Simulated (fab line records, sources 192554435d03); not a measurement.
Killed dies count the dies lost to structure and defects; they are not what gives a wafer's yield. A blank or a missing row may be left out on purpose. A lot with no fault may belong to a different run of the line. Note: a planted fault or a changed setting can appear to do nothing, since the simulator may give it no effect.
A lot that was struck, set against a sound lot -- flow n5Finfet -- 44 steps out of a route of 1938
Sound: the wafers L426.1, L426.4, L426.5. Struck: wafer L446.6. (L446.4 of the same lot was not struck and is left out.) The cause comes at the end.
For every step that has rows: the tool of each side, followed by ch and its chambers, followed by its first start. Under that, the readings that differ: sound wafers -- struck wafers -- difference of the means -- sigmas: that difference in standard deviations of wafers without a fault.
alike: a reading whose means differ by less than 2 such deviations, as well as words and numbers matching on both sides. not compared: withheld readings; readings where some wafer has no value; bounds like >300 that might hide an equal value; numbers whose values overlap and for which the record gives no deviation.
A row with sigmas, a row that says differs or no value, or rows on one side alone: a step with any of these is where the two part. Numbers that have no deviation but don't overlap get no sigmas and don't part them. A reading that every wafer of one side lacks parts them only if that side has two wafers or more.

first, 2 steps without rows for these wafers: N5_DUMMY_GATE_ETCH_23 (etches poly-Si in HBr/Cl2/O2, target depth 41 nm, time 22.3 s); N5_DUMMY_GATE_ETCH_44 (etches poly-Si in HBr/O2, stops on SiO2, target depth 127.5 nm).
N5_DUMMY_GATE_CD_MEAS_24: target cd 15 nm.
  struck on cdSem-01, day 8 03:53; sound on cdSem-01, day 3 05:22
  alike: cdNm
N5_DUMMY_GATE_ETCH_42: etches SiO2 in CHF3/O2, target depth 3.5 nm, time 31 s.
  sound on rieDiel-03 ch 2,3, day 3 05:24; struck on rieDiel-03 ch 1, day 8 03:56
reading,sound,struck,difference,sigmas
drypumpMotorCurrentA (A),5.53 5.25 5.51,6.23,+0.80,+3
  alike: oesProductAu, rfVppV, showerheadPlenumPTorr, throttleValvePct
  not compared: rfHoursCounterH
then, 6 steps without rows for these wafers: N5_DUMMY_GATE_STRIP_48 (strips in N2/H2, time 20 s); N5_DUMMY_GATE_PRECLEAN_33 (cleans in dHF, time 10 s); N5_DUMMY_GATE_PRECLEAN_25 (cleans in O3/DIW, time 45 s); N5_DUMMY_GATE_PRECLEAN_51 (cleans in SC2, time 45 s); N5_DUMMY_GATE_SRD_26 (time 30 s); N5_DUMMY_GATE_UV_OZONE_45 (time 120 s).
N5_DUMMY_GATE_INSPECT_27: inspects for defects (brightfield).
  struck on defectInspect-02, day 8 04:10; sound on defectInspect-01, day 3 05:38
reading,sound,struck,difference,sigmas
rawDefectCount,190 274 195,438,+218,+3
then, 1 step without rows for these wafers: N5_SPACER0_ALD_07 (deposits SiNx, target thk 2 nm).
N5_SPACER0_ALD_00: deposits SiOCN, target thk 3.5 nm, pulse time 3 s, purge time 2 s.
  sound on aldSin-03 ch 2,3, day 3 06:05; struck on aldSin-02 ch 0, day 8 04:21
reading,sound,struck,difference,sigmas
aldCycles,58 58 58,95,+37,
heaterPowerW (W),839 787 768,971,+173,+2
model.SiOCN_of_SPACER0_ALD_00.thkNm (nm),3.6 3.4 3.4,5.8,+2.3,
  alike: precursorPulseHeightRel, susceptorTempC
N5_SPACER0_ALD_08: deposits SiNx, target thk 2 nm.
  sound on aldSin-03 ch 2,3, day 3 06:21; struck on aldSin-02 ch 0, day 8 04:37
  alike: heaterPowerW, susceptorTempC
N5_SPACER0_INSPECT_04: inspects for defects (darkfield).
  struck on defectInspect-01, day 8 04:46; sound on defectInspect-02, day 3 06:31
reading,sound,struck,difference,sigmas
rawDefectCount,86 113 117,212,+107,+3
then, 8 steps without rows for these wafers: N5_SD_EPI_N_COAT_32 (time 60 s, resist thk 350 nm); N5_SD_EPI_N_COAT_33 (time 60 s, resist thk 35 nm); N5_SD_EPI_N_COAT_03 (resist thk 150 nm); N5_SD_EPI_N_EBR_05; N5_SD_EPI_N_SOFTBAKE_04 (time 60 s); N5_SD_EPI_N_EXPOSE_06 (exposes mask SD N BLK, target cd 120 nm); N5_SD_EPI_N_PEB_07 (peb time 60 s); N5_SD_EPI_N_DEVELOP_08 (develop time 30 s).
N5_SD_EPI_N_CD_MEAS_09: target cd 120 nm.
  sound on cdSem-02 ch 0, day 3 06:47; struck on cdSem-02 ch 0, day 8 05:03
  alike: cdNm
N5_SD_EPI_N_OVL_MEAS_10:
  sound on overlay-02 ch 0, day 3 06:49; struck on overlay-01 ch 0, day 8 05:04
  alike: SD_N_BLK_OVL
N5_SD_EPI_N_INSPECT_11: inspects for defects (macro).
  struck on defectInspect-02, day 8 05:06; sound on defectInspect-02, day 3 06:50
  alike: rawDefectCount
then, 2 steps without rows for these wafers: N5_SD_EPI_N_DESCUM_14 (chemistry O2, time 7.9 s); N5_SD_EPI_N_ETCH_34 (etches SiARC in CF4, target depth 45.5 nm, time 75.8 s).
N5_SD_EPI_N_ETCH_35: etches SOC in N2/H2, overetch 108 nm, time 486 s.
  sound on rieDiel-04 ch 0,1,3, day 3 06:58; struck on rieDiel-04 ch 2, day 8 05:13
  alike: drypumpMotorCurrentA, oesProductAu, rfVppV, showerheadPlenumPTorr, throttleValvePct
  not compared: rfHoursCounterH
then, 2 steps without rows for these wafers: N5_SD_EPI_N_STRIP_36 (strips in N2/H2); N5_SD_EPI_N_ETCHBACK_44 (etches SiNx in CH3F/O2, stops on SiO2, target depth 14.5 nm).
N5_SD_EPI_N_ETCH_45: etches SiOCN in CH3F/O2, target depth 6 nm.
  sound on rieDiel-04 ch 0,1,3, day 3 07:23; struck on rieDiel-04 ch 2, day 8 05:39
  alike: drypumpMotorCurrentA, oesProductAu, rfVppV, showerheadPlenumPTorr, throttleValvePct
  not compared: rfHoursCounterH
then, 3 steps without rows for these wafers: N5_SD_EPI_N_ETCH_16 (etches SiO2 in CHF3/O2, target depth 5 nm); N5_SD_EPI_N_STRIP_47 (strips in CHF3/O2); N5_SD_EPI_N_SD_RECESS_17 (chemistry HBr/Cl2/O2, target depth 41 nm, time 23.7 s, bt time 3 s).
N5_SD_EPI_N_STRIP_38: strips in N2/H2.
  sound on plasmaAsher-02 ch 1, day 3 07:39; struck on plasmaAsher-01 ch 1, day 8 05:56
reading,sound,struck,difference,sigmas
drypumpMotorCurrentA (A),5.32 5.33 5.30,5.64,+0.32,+3
  alike: heaterPowerW, oesProductAu
  not compared: rfHoursCounterH
then, 6 steps without rows for these wafers: N5_SD_EPI_N_WET_ETCH_43 (etches SiO2 in dHF, time 14 s, target depth 1.5 nm); N5_SD_EPI_N_STRIP_18 (strips in SPM, time 750 s); N5_SD_EPI_N_SRD_20 (time 30 s); N5_SD_EPI_N_PRECLEAN_48 (cleans in NF3:NH3, afs cycles 2, time 20 s, sublimation time 60 s); N5_SD_EPI_N_VAPOR_ETCH_50 (etches Si in HCl, time 54 s); N5_SD_EPI_N_EPI_21 (deposits Si:P, time 690 s).
N5_SD_EPI_P_PRECLEAN_32: cleans in dHF, time 10 s.
  sound on wetBench-04 ch 0,1,7, day 3 15:05; struck on wetBench-05 ch 3, day 8 17:55
reading,sound,struck,difference,sigmas
model.SiOCN_of_SPACER0_ALD_00.thkNm (nm),3.4 3.4 3.4,5.8,+2.4,
then, 1 step without rows for these wafers: N5_PASSIVATION_PROBE_49.

## WHERE THEY PART
First at N5_DUMMY_GATE_ETCH_42; last, within this record, at N5_SD_EPI_N_STRIP_38.

WHY: whatever the simulator had introduced
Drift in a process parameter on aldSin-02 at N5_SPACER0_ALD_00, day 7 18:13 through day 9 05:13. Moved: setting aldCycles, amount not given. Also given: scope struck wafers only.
